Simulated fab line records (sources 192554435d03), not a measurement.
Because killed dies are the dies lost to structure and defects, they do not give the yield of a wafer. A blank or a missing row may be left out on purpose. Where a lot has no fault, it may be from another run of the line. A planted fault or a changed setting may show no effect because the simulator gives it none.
fab line records -- flow n5Finfet
record: lots: 7, wafers: 21
route steps=1938 shown WELL_APT@21 PMOS_HMC_CHANNEL_EPI@63 FIN_SAQP@125 DUMMY_GATE@221 SD_EPI_N@288
startH: start of the lot's first displayed wafer, in hours after the record's first day -- waitH: hours from the lot's prior step to this one -- " the same as in the row above -- L1.1+2: a single row standing in for several wafers -- - no value, or no start was given -- * or withheld: withheld -- < > ~ a bound
route shown NAME@n: NAME is a module with steps in the file, n the number in the route of the first one -- usual: mean/standard deviation of fault-free wafers -- same: alike in all rows -- chamber/n: place in a boat -- sites: each site's reading -- _std_site: standard deviation of those values -- _edge_site: mean of outer sites minus mean of inner sites -- radiusMm: how far each site lies from the wafer's centre -- mask NAME#n: copy n -- behind: tool/chamber where the wafer was last shaped -- hold: reason for holding the lot/hours on hold/outcome of the hold -- device: which transistor (n, p or np) failed to switch -- end of line: at the end of the route, the tests of the same wafers -- a step given without rows: its recipe and nothing more -- killed: the dies lost at the first sort to structure and to defects; this is not the yield of the wafer -- map: dies across one wafer; x = killed, . = not, _ = none there
set.NAME: the run value of the setting; set.NAME@STEP: its run value at that earlier step -- model.NAME: the simulator's own value behind a step, which no gauge read
lots run with intentionally changed settings; tables by step, rows by wafer
== steps ==
step: N5_WELL_APT_COAT_02
recipe: spinRpm: 1357, resistThkNm: 950
lot.wafer,tool,chamber,startH,waitH,set.spinRpm,model.coat_of_WELL_APT_COAT_02.thkNm
L079.2,lithoTrack-01,0,-,-,1396,938.8
L079.4,lithoTrack-01,0,-,-,1357,951.8
L079.5,lithoTrack-01,0,-,-,1357,950.5
L083.1,lithoTrack-05,0,-,-,1305,972.7
L083.3,lithoTrack-05,0,-,-,1305,969.3
L083.5,lithoTrack-05,0,-,-,1357,955
L084.4,lithoTrack-03,0,-,-,1357,945.9
L084.5,lithoTrack-03,0,-,-,1357,949.2
L084.6,lithoTrack-03,0,-,-,1357,945.2
L088.4,lithoTrack-03,0,-,-,1357,950.4
L088.5,lithoTrack-03,0,-,-,1357,948.8
L088.6,lithoTrack-03,0,-,-,1357,950
L093.2,lithoTrack-03,0,-,-,1357,948
L093.5,lithoTrack-03,0,-,-,1254,989.1
L093.6,lithoTrack-03,0,-,-,1254,986.3
L095.2,lithoTrack-01,0,-,-,1357,948.6
L095.4,lithoTrack-01,0,-,-,1357,953.2
L095.6,lithoTrack-01,0,-,-,1357,948.3
L097.1,lithoTrack-03,0,-,-,1357,948.8
L097.4,lithoTrack-03,0,-,-,1357,949.3
L097.6,lithoTrack-03,0,-,-,1357,951.5
step: N5_PMOS_HMC_CHANNEL_EPI_PEB_07
recipe: pebTempC: 110, pebTimeS: 60, resist: CAR-ArF-block
lot.wafer,tool,chamber,startH,waitH,set.pebTempC
L079.2+5,lithoTrack-04,0,47.51,0.0,110
L079.4,lithoTrack-04,0,47.51,0.0,108.5
L083.1+3+5,lithoTrack-04,0,71.51,0.1,110
L084.4+5+6,lithoTrack-05,0,78.05,0.0,110
L088.4+5,lithoTrack-04,0,103.15,0.0,110
L088.6,lithoTrack-04,0,103.15,0.0,107.3
L093.2+6,lithoTrack-02,0,130.93,0.0,107.8
L093.5,lithoTrack-02,0,130.93,0.0,110
L095.2+4+6,lithoTrack-04,0,143.76,0.0,110
L097.1+6,lithoTrack-02,0,155.23,0.1,106.6
L097.4,lithoTrack-02,0,155.23,0.1,110
step: N5_PMOS_HMC_CHANNEL_EPI_DEVELOP_08
recipe: developTimeS: 30, developer: TMAH, resist: CAR-ArF-block, devTempC: 23, rinseLiquid: diw, dry: airSpin
lot.wafer,tool,chamber,startH,waitH,set.developTimeS
L079.2+4,lithoTrack-04,0,-,-,24.22
L079.5,lithoTrack-04,0,-,-,30
L083.1+5,lithoTrack-04,0,-,-,30
L083.3,lithoTrack-04,0,-,-,27.1
L084.4+5+6,lithoTrack-05,0,-,-,30
L088.4+5,lithoTrack-04,0,-,-,30
L088.6,lithoTrack-04,0,-,-,26.51
L093.2+5+6,lithoTrack-02,0,-,-,30
L095.2,lithoTrack-04,0,-,-,34.61
L095.4+6,lithoTrack-04,0,-,-,30
L097.1+4+6,lithoTrack-02,0,-,-,30
step: N5_PMOS_HMC_CHANNEL_EPI_CD_MEAS_09
recipe: targetCdNm: 237.4, landingEnergyEv: 500, detector: seInlens
usual: cdNm: 238.2/1.3
lot.wafer,tool,chamber,startH,waitH,set.pebTempC@PMOS_HMC_CHANNEL_EPI_PEB_07,cdNm
L079.2,cdSem-03,0,47.57,-,110,234.2
L079.4,cdSem-03,0,47.57,-,108.5,229.5
L079.5,cdSem-03,0,47.57,-,110,235.9
L083.1,cdSem-02,0,71.58,-,110,236.8
L083.3,cdSem-02,0,71.58,-,110,237.6
L083.5,cdSem-02,0,71.58,-,110,237.4
L084.4,cdSem-01,0,78.11,-,110,238.6
L084.5,cdSem-01,0,78.11,-,110,239.2
L084.6,cdSem-01,0,78.11,-,110,239.7
L088.4,cdSem-03,0,103.22,-,110,238.1
L088.5,cdSem-03,0,103.22,-,110,239.3
L088.6,cdSem-03,0,103.22,-,107.3,227.2
L093.2,cdSem-03,0,131.00,-,107.8,231.5
L093.5,cdSem-03,0,131.00,-,110,238.5
L093.6,cdSem-03,0,131.00,-,107.8,232.6
L095.2,cdSem-02,0,143.83,-,110,238.6
L095.4,cdSem-02,0,143.83,-,110,237.3
L095.6,cdSem-02,0,143.83,-,110,236.6
L097.1,cdSem-02,0,155.30,-,106.6,227.3
L097.4,cdSem-02,0,155.30,-,110,238.1
L097.6,cdSem-02,0,155.30,-,106.6,228.3
step: N5_PMOS_HMC_CHANNEL_EPI_DESCUM_14
recipe: chemistry: O2, timeS: 7.9, sourcePowerW: 50, biasPowerW: 20, pressureMtorr: 20, rfFrequencyHz: 2.712e+07, tempC: 40, resist: CAR-ArF-block, o2FlowSccm: 225
lot.wafer,tool,chamber,startH,waitH,set.pebTempC@PMOS_HMC_CHANNEL_EPI_PEB_07,model.PMOS_HMC_CHANNEL_EPI.cdNm
L079.2,rieDiel-04,1,47.66,0.0,110,234.5
L079.4,rieDiel-04,0,47.66,0.0,108.5,229.7
L079.5,rieDiel-04,1,47.66,0.0,110,236.3
L083.1,rieDiel-02,1,71.67,0.0,110,237
L083.3,rieDiel-02,2,71.67,0.0,110,237.2
L083.5,rieDiel-02,1,71.67,0.0,110,237.8
L084.4,rieDiel-04,2,78.79,0.6,110,238.5
L084.5,rieDiel-04,1,78.79,0.6,110,239
L084.6,rieDiel-04,0,78.79,0.6,110,239.5
L088.4,rieDiel-04,0,103.30,0.0,110,238.4
L088.5,rieDiel-04,1,103.30,0.0,110,239.4
L088.6,rieDiel-04,2,103.30,0.0,107.3,227.5
L093.2,rieDiel-04,3,131.08,0.0,107.8,231.3
L093.5,rieDiel-04,3,131.08,0.0,110,239.2
L093.6,rieDiel-04,2,131.08,0.0,107.8,232.5
L095.2,rieDiel-05,1,144.73,0.8,110,238.6
L095.4,rieDiel-05,1,144.73,0.8,110,237.2
L095.6,rieDiel-05,3,144.73,0.8,110,236.6
L097.1,rieDiel-05,3,155.39,0.0,106.6,227.3
L097.4,rieDiel-05,2,155.39,0.0,110,237.8
L097.6,rieDiel-05,0,155.39,0.0,106.6,228.4
step: N5_PMOS_HMC_CHANNEL_EPI_ETCH_32
recipe: chemistry: N2/H2, target: BARC, stopOn: SiO2, targetDepthA: 858, overEtchFrac: 0.3, timeS: 50.3, ionEnergyEv: 200, maskMaterial: CAR-ArF-block, pressureMtorr: 30, sourceW: 840, biasW: 150, n2FlowSccm: 200, h2FlowSccm: 200
lot.wafer,tool,chamber,startH,waitH,set.pebTempC@PMOS_HMC_CHANNEL_EPI_PEB_07,model.PMOS_HMC_CHANNEL_EPI.cdNm
L079.2,rieDiel-04,1,47.70,0.0,110,236
L079.4,rieDiel-04,0,47.70,0.0,108.5,232.5
L079.5,rieDiel-04,1,47.70,0.0,110,238.2
L083.1,rieDiel-02,1,71.70,0.0,110,240.1
L083.3,rieDiel-02,2,71.70,0.0,110,239.6
L083.5,rieDiel-02,1,71.70,0.0,110,240.3
L084.4+5,rieDiel-04,"2,1",78.83,0.0,110,240.9
L084.6,rieDiel-04,0,78.83,0.0,110,242.2
L088.4,rieDiel-04,0,103.33,0.0,110,241.9
L088.5,rieDiel-04,1,103.33,0.0,110,241.5
L088.6,rieDiel-04,2,103.33,0.0,107.3,230.5
L093.2,rieDiel-04,3,131.12,0.0,107.8,234.1
L093.5,rieDiel-04,3,131.12,0.0,110,242.6
L093.6,rieDiel-04,2,131.12,0.0,107.8,235
L095.2,rieDiel-05,1,144.76,0.0,110,241.8
L095.4,rieDiel-05,1,144.76,0.0,110,240.3
L095.6,rieDiel-05,3,144.76,0.0,110,239.7
L097.1,rieDiel-05,3,155.43,0.0,106.6,231.1
L097.4,rieDiel-05,2,155.43,0.0,110,241.2
L097.6,rieDiel-05,0,155.43,0.0,106.6,229.8
step: N5_FIN_SAQP_SPACER1_ALD_24
recipe: material: SiO2, targetThkA: 203, tempC: 300, aldPrecursorFamily: BDEAS, aldCoReactant: O2-plasma, pulseTimeS: 1, purgeTimeS: 2, coReactantPurgeTimeS: 2, aldCycles: 218, pressureTorr: 2
lot.wafer,tool,chamber,startH,waitH,set.tempC,model.SiO2_of_FIN_SAQP_SPACER1_ALD_24.thkNm
L079.2+5,aldSin-03,"1,0",53.64,0.9,311.7,20
L079.4,aldSin-03,3,53.64,0.9,311.7,19.8
L083.1+3,aldSin-03,"3,2",76.81,0.3,289.1,21
L083.5,aldSin-03,3,76.81,0.3,300,20.2
L084.4,aldSin-01,2,85.44,0.1,300,20.4
L084.5+6,aldSin-01,"1,2",85.44,0.1,300,20.2
L088.4,aldSin-04,1,108.81,0.2,300,20.4
L088.5,aldSin-04,2,108.81,0.2,290,20.8
L088.6,aldSin-04,1,108.81,0.2,300,20.2
L093.2,aldSin-01,0,136.87,0.3,306.8,20.2
L093.5,aldSin-01,0,136.87,0.3,300,20.4
L093.6,aldSin-01,1,136.87,0.3,306.8,20
L095.2,aldSin-04,2,151.49,0.3,300,20
L095.4,aldSin-04,1,151.49,0.3,291.4,21
L095.6,aldSin-04,2,151.49,0.3,300,20.2
L097.1,aldSin-04,2,161.99,0.3,300,20.2
L097.4,aldSin-04,1,161.99,0.3,290.7,21
L097.6,aldSin-04,2,161.99,0.3,290.7,20.8
step: N5_FIN_SAQP_SPACER1_ETCHBACK_25
recipe: chemistry: CHF3/O2, mode: anisotropicEtchback, target: SiO2, targetDepthA: 244, timeS: 12.2, pressureMtorr: 30, sourceW: 650, biasW: 170, Ar_flow_sccm: 200, CHF3_flow_sccm: 50, O2_flow_sccm: 5, ionEnergyEv: 200
step: N5_FIN_SAQP_MANDREL1_REMOVE_56
recipe: chemistry: HBr/Cl2/O2, btTimeS: 10, target: a-Si, stopOn: SiNx, endpoint: OES-SiCl, overEtchFrac: 1, icpW: 600, biasW: 22, HBr_flow_sccm: 150, Cl2_flow_sccm: 80, O2_flow_sccm: 5, pressureMtorr: 10
lot.wafer,tool,chamber,startH,waitH,set.tempC@FIN_SAQP_SPACER1_ALD_24,model.FIN_SAQP.cdNm
L079.2+4,rieSi-04,"2,0",54.45,0.1,311.7,19.8
L079.5,rieSi-04,2,54.45,0.1,311.7,20
L083.1,rieSi-04,0,77.61,0.1,289.1,20.8
L083.3,rieSi-04,2,77.61,0.1,289.1,21
L083.5,rieSi-04,0,77.61,0.1,300,20
L084.4,rieSi-04,1,86.24,0.1,300,20.4
L084.5,rieSi-04,1,86.24,0.1,300,20.2
L084.6,rieSi-04,0,86.24,0.1,300,20
L088.4,rieSi-05,2,109.74,0.1,300,20.4
L088.5,rieSi-05,0,109.74,0.1,290,21
L088.6,rieSi-05,1,109.74,0.1,300,20.2
L093.2+6,rieSi-05,"1,0",137.83,0.1,306.8,20.2
L093.5,rieSi-05,1,137.83,0.1,300,20.6
L095.2,rieSi-01,3,152.33,0.1,300,20
L095.4,rieSi-01,2,152.33,0.1,291.4,21.2
L095.6,rieSi-01,3,152.33,0.1,300,20.2
L097.1,rieSi-04,1,162.80,0.1,300,20.4
L097.4,rieSi-04,0,162.80,0.1,290.7,21
L097.6,rieSi-04,2,162.80,0.1,290.7,20.8
step: N5_DUMMY_GATE_PECVD_30
recipe: material: SiO2, targetThkA: 550, tempC: 400, precursor: TEOS/O2, pressureTorr: 6.5, rfW: withheld, teosFlowSccm: withheld, gas: O2, flowSccm: 2650, timeS: 10.8
lot.wafer,tool,chamber,startH,waitH,set.timeS,model.SiO2_of_DUMMY_GATE_PECVD_30.thkNm
L079.2,pecvd-01,1,78.13,0.0,10.8,54
L079.4,pecvd-01,0,78.13,0.0,10.8,56.2
L079.5,pecvd-01,2,78.13,0.0,9.818,50.2
L083.1,pecvd-04,1,105.29,0.0,11.73,59.2
L083.3,pecvd-04,0,105.29,0.0,11.73,59.6
L083.5,pecvd-04,2,105.29,0.0,10.8,55.2
L084.4,pecvd-04,1,116.52,0.1,10.8,54.4
L084.5+6,pecvd-04,"2,0",116.52,0.1,10.8,54.6
L088.4,pecvd-04,1,132.25,0.1,11.76,58.6
L088.5,pecvd-04,2,132.25,0.1,10.8,55.4
L088.6,pecvd-04,0,132.25,0.1,11.76,59.6
L093.2,pecvd-04,1,160.62,0.0,10.8,53.8
L093.5,pecvd-04,1,160.62,0.0,11.76,59.2
L093.6,pecvd-04,0,160.62,0.0,11.76,59.8
L095.2,pecvd-04,1,172.94,0.0,10.8,53.8
L095.4,pecvd-04,0,172.94,0.0,10.8,55.8
L095.6,pecvd-04,1,172.94,0.0,10.8,54.6
L097.1,pecvd-04,1,186.32,0.0,10.24,52.6
L097.4,pecvd-04,2,186.32,0.0,10.24,53.4
L097.6,pecvd-04,0,186.32,0.0,10.8,57
step: N5_DUMMY_GATE_EXPOSE_12
recipe: maskId: GATE, na: 0.33, sourceShape: annular, sigmaInner: 0.2, sigmaOuter: 0.6, polarization: unpolarized, targetCdNm: 25, doseMj: 34
lot.wafer,tool,chamber,startH,waitH,mask,set.doseMj
L079.2,euvScanner-02,0,78.46,-,GATE#0,34
L079.4+5,euvScanner-02,0,78.46,-,GATE#0,33.18
L083.1+5,euvScanner-01,0,105.49,-,GATE#0,35.27
L083.3,euvScanner-01,0,105.49,-,GATE#0,34
L084.4+5+6,euvScanner-01,0,116.72,-,GATE#0,34
L088.4+6,euvScanner-02,0,132.55,-,GATE#0,32.18
L088.5,euvScanner-02,0,132.55,-,GATE#0,34
L093.2+5,euvScanner-02,0,160.95,-,GATE#0,34
L093.6,euvScanner-02,0,160.95,-,GATE#0,32.09
L095.2+4,euvScanner-01,0,173.14,-,GATE#0,34
L095.6,euvScanner-01,0,173.14,-,GATE#0,31.67
L097.1+4+6,euvScanner-02,0,186.64,-,GATE#0,34
step: N5_DUMMY_GATE_PEB_13
recipe: pebTempC: 100, pebTimeS: 60, resist: CAR-EUV
step: N5_DUMMY_GATE_DEVELOP_14
recipe: developTimeS: 30, developer: TMAH, resist: CAR-EUV, rinseLiquid: surfactantRinse, dry: airSpin, devTempC: 23
step: N5_DUMMY_GATE_CD_MEAS_15
recipe: targetCdNm: 25.8, landingEnergyEv: 500, detector: seInlens
usual: cdNm: 24.91/0.25
lot.wafer,tool,chamber,startH,waitH,set.doseMj@DUMMY_GATE_EXPOSE_12,cdNm
L079.2,cdSem-01,0,78.58,-,34,25.13
L079.4,cdSem-01,0,78.58,-,33.18,25.62
L079.5,cdSem-01,0,78.58,-,33.18,25.64
L083.1,cdSem-02,0,105.62,-,35.27,24.40
L083.3,cdSem-02,0,105.62,-,34,25.13
L083.5,cdSem-02,0,105.62,-,35.27,24.46
L084.4,cdSem-01,0,116.83,-,34,25.09
L084.5,cdSem-01,0,116.83,-,34,25.07
L084.6,cdSem-01,0,116.83,-,34,25.11
L088.4,cdSem-01,0,132.67,-,32.18,25.96
L088.5,cdSem-01,0,132.67,-,34,25.23
L088.6,cdSem-01,0,132.67,-,32.18,25.85
L093.2,cdSem-02,0,161.07,-,34,24.71
L093.5,cdSem-02,0,161.07,-,34,24.93
L093.6,cdSem-02,0,161.07,-,32.09,25.75
L095.2,cdSem-03,0,173.26,-,34,25.12
L095.4,cdSem-03,0,173.26,-,34,25.30
L095.6,cdSem-03,0,173.26,-,31.67,26.23
L097.1,cdSem-02,0,186.77,-,34,25.02
L097.4,cdSem-02,0,186.77,-,34,25.13
L097.6,cdSem-02,0,186.77,-,34,24.72
step: N5_DUMMY_GATE_STRIP_38
recipe: chemistry: N2/H2, tempC: 40, n2FlowSccm: 200, h2FlowSccm: 200, rfFrequencyHz: 6e+07
step: N5_DUMMY_GATE_STRIP_39
recipe: chemistry: N2/H2, tempC: 40, n2FlowSccm: 200, h2FlowSccm: 200, rfFrequencyHz: 6e+07
step: N5_DUMMY_GATE_TRIM_49
recipe: chemistry: O2, resist: SOC, timeS: 29, targetCdNm: 14, sourcePowerW: 300, biasPowerW: 0, O2_flow_sccm: 100, tempC: 20
lot.wafer,tool,chamber,startH,waitH,set.doseMj@DUMMY_GATE_EXPOSE_12,model.DUMMY_GATE.cdNm
L079.2,rieSi-02,3,79.74,0.0,34,13.6
L079.4+5,rieSi-02,"0,2",79.74,0.0,33.18,14.4
L083.1+5,rieSi-03,"0,2",106.00,0.0,35.27,13.8
L083.3,rieSi-03,1,106.00,0.0,34,14.2
L084.4,rieSi-02,0,117.18,0.0,34,14.4
L084.5+6,rieSi-02,"2,3",117.18,0.0,34,14.2
L088.4,rieSi-06,1,133.18,0.1,32.18,15.2
L088.5,rieSi-06,3,133.18,0.1,34,14.6
L088.6,rieSi-06,2,133.18,0.1,32.18,15
L093.2,rieSi-03,0,161.95,0.0,34,14
L093.5,rieSi-03,2,161.95,0.0,34,13.8
L093.6,rieSi-03,1,161.95,0.0,32.09,14.8
L095.2,rieSi-06,3,173.62,0.0,34,14.4
L095.4,rieSi-06,0,173.62,0.0,34,13.8
L095.6,rieSi-06,1,173.62,0.0,31.67,15.2
L097.1,rieSi-02,1,187.13,0.0,34,14.2
L097.4+6,rieSi-02,"3,2",187.13,0.0,34,13.8
step: N5_DUMMY_GATE_STRIP_40
recipe: chemistry: CF4, resist: SiARC, powerW: 300, biasPowerW: 75, pressureMtorr: 50, cf4FlowSccm: 150, rfFrequencyHz: 6e+07
step: N5_DUMMY_GATE_ETCH_31
recipe: chemistry: C4F6/O2, target: SiO2, maskMaterial: SOC, targetDepthA: 825, timeS: 27.5, ionEnergyEv: 250, pressureMtorr: 30, sourceW: 345, biasW: 185, Ar_flow_sccm: 300, C4F6_flow_sccm: 10, O2_flow_sccm: 10
step: N5_DUMMY_GATE_STRIP_41
recipe: chemistry: O2, powerW: 400, tempC: 40, pressureMtorr: 30, rfFrequencyHz: 6e+07, biasPowerW: 0, overashFraction: 0.3, o2FlowSccm: 225
step: N5_DUMMY_GATE_HM_OPEN_21
recipe: chemistry: CH3F/O2, target: SiNx, targetDepthA: 1200, Ar_flow_sccm: 150, CH3F_flow_sccm: 30, O2_flow_sccm: 23, timeS: 171.4, pressureMtorr: 30, sourceW: 395, biasW: 73, ionEnergyEv: 120.7
lot.wafer,tool,chamber,startH,waitH,set.timeS@DUMMY_GATE_PECVD_30,model.SiO2_of_DUMMY_GATE_PECVD_30.thkNm
L079.2,rieDiel-04,0,80.15,0.0,10.8,43.8
L079.4,rieDiel-04,0,80.15,0.0,10.8,46
L079.5,rieDiel-04,1,80.15,0.0,9.818,40
L083.1,rieDiel-05,2,106.28,0.0,11.73,49.4
L083.3,rieDiel-05,0,106.28,0.0,11.73,49.8
L083.5,rieDiel-05,3,106.28,0.0,10.8,45
L084.4,rieDiel-04,1,118.12,0.0,10.8,44
L084.5,rieDiel-04,1,118.12,0.0,10.8,44.4
L084.6,rieDiel-04,2,118.12,0.0,10.8,44.6
L088.4,rieDiel-04,2,133.61,0.1,11.76,48.8
L088.5,rieDiel-04,1,133.61,0.1,10.8,45.2
L088.6,rieDiel-04,3,133.61,0.1,11.76,49.4
L093.2,rieDiel-02,2,162.34,0.0,10.8,44
L093.5,rieDiel-02,0,162.34,0.0,11.76,49.8
L093.6,rieDiel-02,1,162.34,0.0,11.76,50.2
L095.2,rieDiel-02,0,173.90,0.0,10.8,44.2
L095.4,rieDiel-02,1,173.90,0.0,10.8,46.4
L095.6,rieDiel-02,1,173.90,0.0,10.8,45
L097.1,rieDiel-02,3,187.41,0.0,10.24,42.4
L097.4,rieDiel-02,2,187.41,0.0,10.24,43.6
L097.6,rieDiel-02,3,187.41,0.0,10.8,47
step: N5_DUMMY_GATE_ETCH_32
recipe: chemistry: CF4, target: SiO2, targetDepthA: 35, timeS: 3.9, ionEnergyEv: 350, pressureMtorr: 10, icpW: 800, biasW: 400, cf4FlowSccm: 80
step: N5_DUMMY_GATE_ETCH_23
recipe: chemistry: HBr/Cl2/O2, HBr_flow_sccm: 150, Cl2_flow_sccm: 80, O2_flow_sccm: 12, biasW: 102, targetDepthA: 410, timeS: 22.3, target: poly-Si, maskMaterial: SiO2, pressureMtorr: 10, icpW: 800
step: N5_DUMMY_GATE_ETCH_44
recipe: chemistry: HBr/O2, overEtchFrac: 0.7, targetDepthA: 1275, stopOn: SiO2, ionEnergyEv: 60, biasW: 20, target: poly-Si, maskMaterial: SiO2, pressureMtorr: 20, icpW: 400, HBr_flow_sccm: 120, O2_flow_sccm: 10
lot.wafer,tool,chamber,startH,waitH,set.doseMj@DUMMY_GATE_EXPOSE_12,model.DUMMY_GATE.cdNm
L079.2,rieSi-06,1,80.47,0.0,34,15
L079.4,rieSi-06,0,80.47,0.0,33.18,15.6
L079.5,rieSi-06,3,80.47,0.0,33.18,15.2
L083.1+5,rieSi-06,0,106.53,0.0,35.27,14.6
L083.3,rieSi-06,3,106.53,0.0,34,15
L084.4,rieSi-06,1,118.41,0.0,34,15
L084.5+6,rieSi-06,"2,3",118.41,0.0,34,15.2
L088.4,rieSi-02,1,133.79,0.0,32.18,16.6
L088.5,rieSi-02,1,133.79,0.0,34,15.6
L088.6,rieSi-02,2,133.79,0.0,32.18,16
L093.2,rieSi-06,0,162.59,0.0,34,15
L093.5,rieSi-06,1,162.59,0.0,34,14.8
L093.6,rieSi-06,2,162.59,0.0,32.09,16
L095.2,rieSi-03,2,174.15,0.0,34,15.8
L095.4,rieSi-03,1,174.15,0.0,34,15
L095.6,rieSi-03,2,174.15,0.0,31.67,16.6
L097.1,rieSi-03,2,187.66,0.0,34,15.2
L097.4,rieSi-03,1,187.66,0.0,34,14.8
L097.6,rieSi-03,2,187.66,0.0,34,15
step: N5_DUMMY_GATE_ETCH_42
recipe: chemistry: CHF3/O2, target: SiO2, targetDepthA: 35, timeS: 31, ionEnergyEv: 30, biasW: 12, pressureMtorr: 30, sourceW: 600, Ar_flow_sccm: 200, CHF3_flow_sccm: 50, O2_flow_sccm: 5
lot.wafer,tool,chamber,startH,waitH,set.doseMj@DUMMY_GATE_EXPOSE_12,model.DUMMY_GATE.cdNm
L079.2,rieDiel-02,1,80.97,0.4,34,15
L079.4+5,rieDiel-02,"2,0",80.97,0.4,33.18,15.4
L083.1,rieDiel-05,3,106.81,0.2,35.27,14.8
L083.3,rieDiel-05,0,106.81,0.2,34,15.2
L083.5,rieDiel-05,0,106.81,0.2,35.27,14.6
L084.4+6,rieDiel-05,"0,1",118.62,0.1,34,15.2
L084.5,rieDiel-05,3,118.62,0.1,34,15.4
L088.4,rieDiel-02,1,133.95,0.0,32.18,16.6
L088.5,rieDiel-02,1,133.95,0.0,34,15.6
L088.6,rieDiel-02,0,133.95,0.0,32.18,16
L093.2+5,rieDiel-02,"2,0",162.87,0.2,34,14.8
L093.6,rieDiel-02,1,162.87,0.2,32.09,16.2
L095.2,rieDiel-02,1,174.31,0.0,34,15.8
L095.4,rieDiel-02,0,174.31,0.0,34,15
L095.6,rieDiel-02,3,174.31,0.0,31.67,16.4
L097.1,rieDiel-02,2,187.82,0.0,34,15.2
L097.4+6,rieDiel-02,"1,2",187.82,0.0,34,14.8
step: N5_SD_EPI_N_EPI_21
recipe: material: Si:P, dopant: P, tempC: 680, pressureTorr: 255, timeS: 690
lot.wafer,tool,chamber,startH,waitH,set.epiGrowthTimeS,model.Si-P_of_SD_EPI_N_EPI_21.thkNm
L079.2,epiRpcvd-02,0,84.69,0.4,690,58.4
L079.4,epiRpcvd-02,0,84.69,0.4,690,60
L079.5,epiRpcvd-02,0,84.69,0.4,643,56.6
L083.1,epiRpcvd-04,0,109.86,0.2,690,60
L083.3,epiRpcvd-04,0,109.86,0.2,690,59.4
L083.5,epiRpcvd-04,0,109.86,0.2,690,59.8
L084.4,epiRpcvd-03,0,122.79,1.2,690,60
L084.5,epiRpcvd-03,0,122.79,1.2,690,60.4
L084.6,epiRpcvd-03,0,122.79,1.2,690,59.6
L088.4+5,epiRpcvd-02,0,138.75,1.6,690,59.8
L088.6,epiRpcvd-02,0,138.75,1.6,690,60
L093.2+5,epiRpcvd-02,0,167.64,0.7,633.6,57
L093.6,epiRpcvd-02,0,169.63,2.5,690,60.6
L095.2,epiRpcvd-03,0,177.66,0.4,690,59.8
L095.4,epiRpcvd-03,0,177.66,0.4,661,57.6
L095.6,epiRpcvd-03,0,177.66,0.4,690,60
L097.1,epiRpcvd-03,0,191.39,0.1,661.5,57.8
L097.4,epiRpcvd-03,0,191.39,0.1,690,59.8
L097.6,epiRpcvd-03,0,191.39,0.1,690,58.8
step: N5_SD_EPI_N_PRECLEAN_24
recipe: chemistry: O3/DIW, timeS: 60, tempC: 22, o3Ppm: 10
lot.wafer,tool,chamber,startH,waitH,set.epiGrowthTimeS@SD_EPI_N_EPI_21,model.Si-P_of_SD_EPI_N_EPI_21.thkNm
L079.2,wetBench-05,4,86.17,0.0,690,58
L079.4,wetBench-05,5,86.17,0.0,690,59.6
L079.5,wetBench-05,3,86.17,0.0,643,56.2
L083.1,wetBench-04,6,112.17,0.0,690,59.6
L083.3,wetBench-04,1,112.17,0.0,690,59
L083.5,wetBench-04,7,112.17,0.0,690,59.4
L084.4,wetBench-04,2,124.00,0.0,690,59.6
L084.5,wetBench-04,4,124.00,0.0,690,60
L084.6,wetBench-04,3,124.00,0.0,690,59.2
L088.4+5,wetBench-04,"0,4",140.31,0.0,690,59.4
L088.6,wetBench-04,7,140.31,0.0,690,59.6
L093.2,wetBench-03,2,170.22,0.0,633.6,56.8
L093.5,wetBench-03,0,170.22,0.0,633.6,56.6
L093.6,wetBench-03,6,170.22,0.0,690,60.2
L095.2,wetBench-04,0,179.14,0.0,690,59.4
L095.4,wetBench-04,1,179.14,0.0,661,57.2
L095.6,wetBench-04,4,179.14,0.0,690,59.6
L097.1,wetBench-03,0,193.15,0.0,661.5,57.4
L097.4,wetBench-03,3,193.15,0.0,690,59.4
L097.6,wetBench-03,2,193.15,0.0,690,58.4
== key ==
split: step: N5_WELL_APT_COAT_02, setting: spinRpm, stated: 1357, by: wafer
response: step: N5_WELL_APT_COAT_02, reading: model.coat_of_WELL_APT_COAT_02.thkNm, change: -4.94, per: 1%, r: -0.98
split: step: N5_PMOS_HMC_CHANNEL_EPI_PEB_07, setting: pebTempC, stated: 110, by: wafer
response: step: N5_PMOS_HMC_CHANNEL_EPI_CD_MEAS_09, reading: cdNm, change: +3.75, per: 1%, r: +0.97
response: step: N5_PMOS_HMC_CHANNEL_EPI_DESCUM_14, reading: model.PMOS_HMC_CHANNEL_EPI.cdNm, change: +3.78, per: 1%, r: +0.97
response: step: N5_PMOS_HMC_CHANNEL_EPI_ETCH_32, reading: model.PMOS_HMC_CHANNEL_EPI.cdNm, change: +3.86, per: 1%, r: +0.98
split: step: N5_PMOS_HMC_CHANNEL_EPI_DEVELOP_08, setting: developTimeS, stated: 30, by: wafer
response none clear
split: step: N5_FIN_SAQP_SPACER1_ALD_24, setting: tempC, stated: 300, by: wafer
response: step: N5_FIN_SAQP_SPACER1_ALD_24, reading: model.SiO2_of_FIN_SAQP_SPACER1_ALD_24.thkNm, change: -0.212, per: 1%, r: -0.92
response: step: N5_FIN_SAQP_MANDREL1_REMOVE_56, reading: model.FIN_SAQP.cdNm, change: -0.237, per: 1%, r: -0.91
split: step: N5_DUMMY_GATE_PECVD_30, setting: timeS, stated: 10.8, by: wafer
response: step: N5_DUMMY_GATE_PECVD_30, reading: model.SiO2_of_DUMMY_GATE_PECVD_30.thkNm, change: +0.541, per: 1%, r: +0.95
response: step: N5_DUMMY_GATE_HM_OPEN_21, reading: model.SiO2_of_DUMMY_GATE_PECVD_30.thkNm, change: +0.564, per: 1%, r: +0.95
split: step: N5_DUMMY_GATE_EXPOSE_12, setting: doseMj, stated: 34, by: wafer
response: step: N5_DUMMY_GATE_CD_MEAS_15, reading: cdNm, change: -0.155, per: 1%, r: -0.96
response: step: N5_DUMMY_GATE_TRIM_49, reading: model.DUMMY_GATE.cdNm, change: -0.147, per: 1%, r: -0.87
response: step: N5_DUMMY_GATE_ETCH_44, reading: model.DUMMY_GATE.cdNm, change: -0.162, per: 1%, r: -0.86
response: step: N5_DUMMY_GATE_ETCH_42, reading: model.DUMMY_GATE.cdNm, change: -0.168, per: 1%, r: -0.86
split: step: N5_SD_EPI_N_EPI_21, setting: epiGrowthTimeS, stated: 690, by: wafer
response: step: N5_SD_EPI_N_EPI_21, reading: model.Si-P_of_SD_EPI_N_EPI_21.thkNm, change: +0.426, per: 1%, r: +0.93
response: step: N5_SD_EPI_N_PRECLEAN_24, reading: model.Si-P_of_SD_EPI_N_EPI_21.thkNm, change: +0.42, per: 1%, r: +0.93
